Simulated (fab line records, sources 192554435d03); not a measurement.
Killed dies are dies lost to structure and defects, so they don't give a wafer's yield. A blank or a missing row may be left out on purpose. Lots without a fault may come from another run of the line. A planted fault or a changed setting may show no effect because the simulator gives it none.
Split-lot experiment | flow n5_finfet | 7 lots, 21 wafers read, on a route of 1938 steps

THE SPLIT
At N5_HKMG_FIN_DESCUM_17 (chemistry O2, time 7.9 s), the setting time_s was moved away from the recipe's 7.9 s on 7 of the 21 wafers read, by -17.9% to +18.1%. The other wafers ran this setting at the recipe's value.

The file shows no step between the split and the reading.

THE READING
CAR-ArF_of_HKMG_FIN_COAT_06.thk_nm (the simulator's own value, which no gauge read), in nm, at N5_HKMG_FIN_ETCH_31 (etches SiARC in CF4, target depth 45.5 nm, time 75.8 s). The file gives no usual value for it. The 14 wafers here that ran the recipe average 51.0 nm, standard deviation 0.39 nm.

wafer  | tool, chamber at the split | time_s as run, s | against the recipe | CAR-ArF_of_HKMG_FIN_COAT_06.thk_nm, nm | against lot-mates on the recipe
L075.2 | rie_diel-04, 3             | 6.73             | -14.8%             | 51.6                                   | +0.8
L075.3 | rie_diel-04, 1             | 7.9              | recipe             | 50.8                                   | -
L075.5 | rie_diel-04, 0             | 6.73             | -14.8%             | 52                                     | +1.2
L077.1 | rie_diel-05, 2             | 7.9              | recipe             | 50.6                                   | -
L077.3 | rie_diel-05, 1             | 7.9              | recipe             | 50.6                                   | -
L077.2 | rie_diel-05, 3             | 9.326            | +18.1%             | 49.4                                   | -1.2
L081.3 | rie_diel-05, 1,3,1         | 7.9              | recipe             | 51.4                                   | -
L081.5 | rie_diel-05, 1,3,1         | 7.9              | recipe             | 51.6                                   | -
L081.6 | rie_diel-05, 1,3,1         | 7.9              | recipe             | 51.6                                   | -
L085.1 | rie_diel-06, 2             | 7.9              | recipe             | 50.6                                   | -
L085.3 | rie_diel-06, 1             | 6.739            | -14.7%             | 51.2                                   | +0.4
L085.4 | rie_diel-06, 0             | 7.9              | recipe             | 51                                     | -
L090.2 | rie_diel-06, 3             | 7.9              | recipe             | 50.8                                   | -
L090.4 | rie_diel-06, 0             | 7.9              | recipe             | 50.6                                   | -
L090.6 | rie_diel-06, 2             | 7.9              | recipe             | 50.4                                   | -
L092.1 | rie_diel-05, 0,1           | 6.487            | -17.9%             | 51.6                                   | +0.8
L092.4 | rie_diel-05, 0,1           | 6.487            | -17.9%             | 51.6                                   | +0.8
L092.6 | rie_diel-05, 2             | 7.9              | recipe             | 50.8                                   | -
L097.1 | rie_diel-04, 0             | 9.265            | +17.3%             | 50.6                                   | -0.7
L097.2 | rie_diel-04, 2             | 7.9              | recipe             | 51.2                                   | -
L097.3 | rie_diel-04, 1             | 7.9              | recipe             | 51.4                                   | -
Where a row lists several chambers, the file gives one row for several wafers and doesn't say which wafer went through which chamber.

THE FIT
A straight line over all 21 wafers: CAR-ArF_of_HKMG_FIN_COAT_06.thk_nm changes by -0.0455 nm for each +1% of time_s; r = -0.73; the points scatter about the line by 0.41 nm.
The same after taking each lot's own level away (the mean of its wafers on the recipe; 21 wafers): -0.0512 nm for each +1%; r = -0.94; scatter 0.19 nm.
On that fit, the largest move of time_s shifts the reading by 0.92 nm.
The lots' own levels span 50.60 to 51.53 nm, that is 2.4 times the standard deviation above.
So the lot-to-lot level blurs the effect unless lot-mates are compared.
Check: with one of the wafers moved furthest among these (+18.1%) left out of the fit, the line predicts -0.835 nm for it against its lot-mates. It came out at -1.2 nm against them.

OTHER SPLITS ON THESE WAFERS
These wafers also went through other splits before the reading. Each is held against what the fit with the lots' levels taken away leaves over:
other split on the same wafers     | wafers away from the commonest value | r with CAR-ArF_of_HKMG_FIN_COAT_06.thk_nm (lot level and that fit taken away)
N5_DUMMY_GATE_EXPOSE_12 dose_mj    | 9                                    | -0.10
N5_SD_EPI_N_ETCH_45 target_depth_a | 8                                    | +0.08
N5_SD_EPI_N_EPI_21 time_s          | 3                                    | -0.17
N5_SDB_STRIP_22 power_w            | 7                                    | +0.15
N5_SDB_CUT_ETCH_26 bias_w          | as run: not given for these wafers   | -
N5_HKMG_FIN_ETCH_54 source_w       | 3                                    | +0.03
N5_HKMG_FIN_ETCH_55 time_s         | 7                                    | +0.02

THE WHOLE CHAIN: every reading that the file lists as answering this split, in the file's order
step                  | what it does                                           | reading                                                                             | change (the file's fit)                | r (the file's)
N5_HKMG_FIN_DESCUM_17 | chemistry O2, time 7.9 s                               | CAR-ArF_of_HKMG_FIN_COAT_06.thk_nm (the simulator's own value, which no gauge read) | -0.0485 nm for each +1% of the setting | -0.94
N5_HKMG_FIN_ETCH_31   | etches SiARC in CF4, target depth 45.5 nm, time 75.8 s | CAR-ArF_of_HKMG_FIN_COAT_06.thk_nm (the simulator's own value, which no gauge read) | -0.0498 nm for each +1% of the setting | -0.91

THE FILE'S OWN FIT
CAR-ArF_of_HKMG_FIN_COAT_06.thk_nm changes by -0.0498 nm for each +1% of time_s, r = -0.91.
